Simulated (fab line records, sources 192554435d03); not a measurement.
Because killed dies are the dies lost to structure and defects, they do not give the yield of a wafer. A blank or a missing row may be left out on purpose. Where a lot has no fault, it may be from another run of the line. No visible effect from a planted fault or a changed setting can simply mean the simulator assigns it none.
Problem report, 8D (eight disciplines) form, completed by code ; flow n5-finfet ; the parts of the form that need people (team, actions taken, sign-off) are left out

1. THE ISSUE
Mean of spin-speed-rpm at N5_SD_EPI_P_COAT_34: 1459.4 rpm across 6 wafers in 2 lots; on wafers with no fault it is 1499.9 rpm (standard deviation 0.89). Measured from the usual mean, that is -46 standard deviations.
The step: time 60 s, resist thk 350 nm.
Earliest sighting: wafer L702.3 on litho-track-01 at day 6 14:59. The record has a number at this step for 30 wafers belonging to 10 lots. Rule for "out" (also "out of limits"): further than 4 standard deviations from the usual mean. The other wafers with a number count as sound.

2. WHAT IT IS AND WHAT IT IS NOT
question;is;is not
which readings at this step;spin-speed-rpm;resist-line-temp-C
which lots;L702, L704;L691, L695, L699, L703, L706, L708, L710, L712
which wafers of those lots;all that have a number;-
read on which tools;litho-track-01;litho-track-03, litho-track-05
when;from day 6 14:59;"up to then (9 sound wafers); but 15 sound wafers of L703, L706, L708, L710, L712 came after"

3. SUSPECTS, AND WHAT RULES EACH OUT
Counting: a tool at a process step up to the reading stays a suspect if it ran every lot that is out and no sound lot after the first of them.
- litho-track-01 at N5_SD_EPI_P_COAT_34 (time 60 s, resist thk 350 nm): kept. It processed each lot that is out, first L702 at day 6 14:59, and no sound lot thereafter; up to then, the last sound lot it processed was L699 at day 5 11:15. Its own readings are out on those wafers: spin-speed-rpm.
After counting, what remains is litho-track-01 at N5_SD_EPI_P_COAT_34.

4. THE CAUSE (what the simulator had put in)
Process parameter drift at N5_SD_EPI_P_COAT_34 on litho-track-01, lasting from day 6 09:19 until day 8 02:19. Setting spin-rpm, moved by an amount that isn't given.
The count eliminated every tool but this one.

5. SEQUENCE OF EFFECTS, ordered by route
Each row: a reading whose mean over the struck wafers that have a number lies more than 3 standard deviations from the usual. Scope: only readings with a usual standard deviation given in the record; hours: median across lots of the time from each lot's start at the first step in this table that gives one to its start at this step; sigmas: change in usual standard deviations.
hours;step;reading;usual;on struck wafers;change;sigmas
0;N5_SD_EPI_P_COAT_34;spin-speed-rpm;1499.9 rpm;1459.4;-40.5;-46
It contains these process steps:
- N5_SD_EPI_P_COAT_34: time 60 s, resist thk 350 nm.
At these later measuring or inspecting steps, every struck wafer for which the step has a row has a number for every such reading, and none has moved that far: N5_BEOL_M4_RC_MEAS_101.

6. WHAT WOULD HAVE CAUGHT IT SOONER
In this record the first reading out of limits was taken at day 6 14:59, 6 hours after the fault began at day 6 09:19.
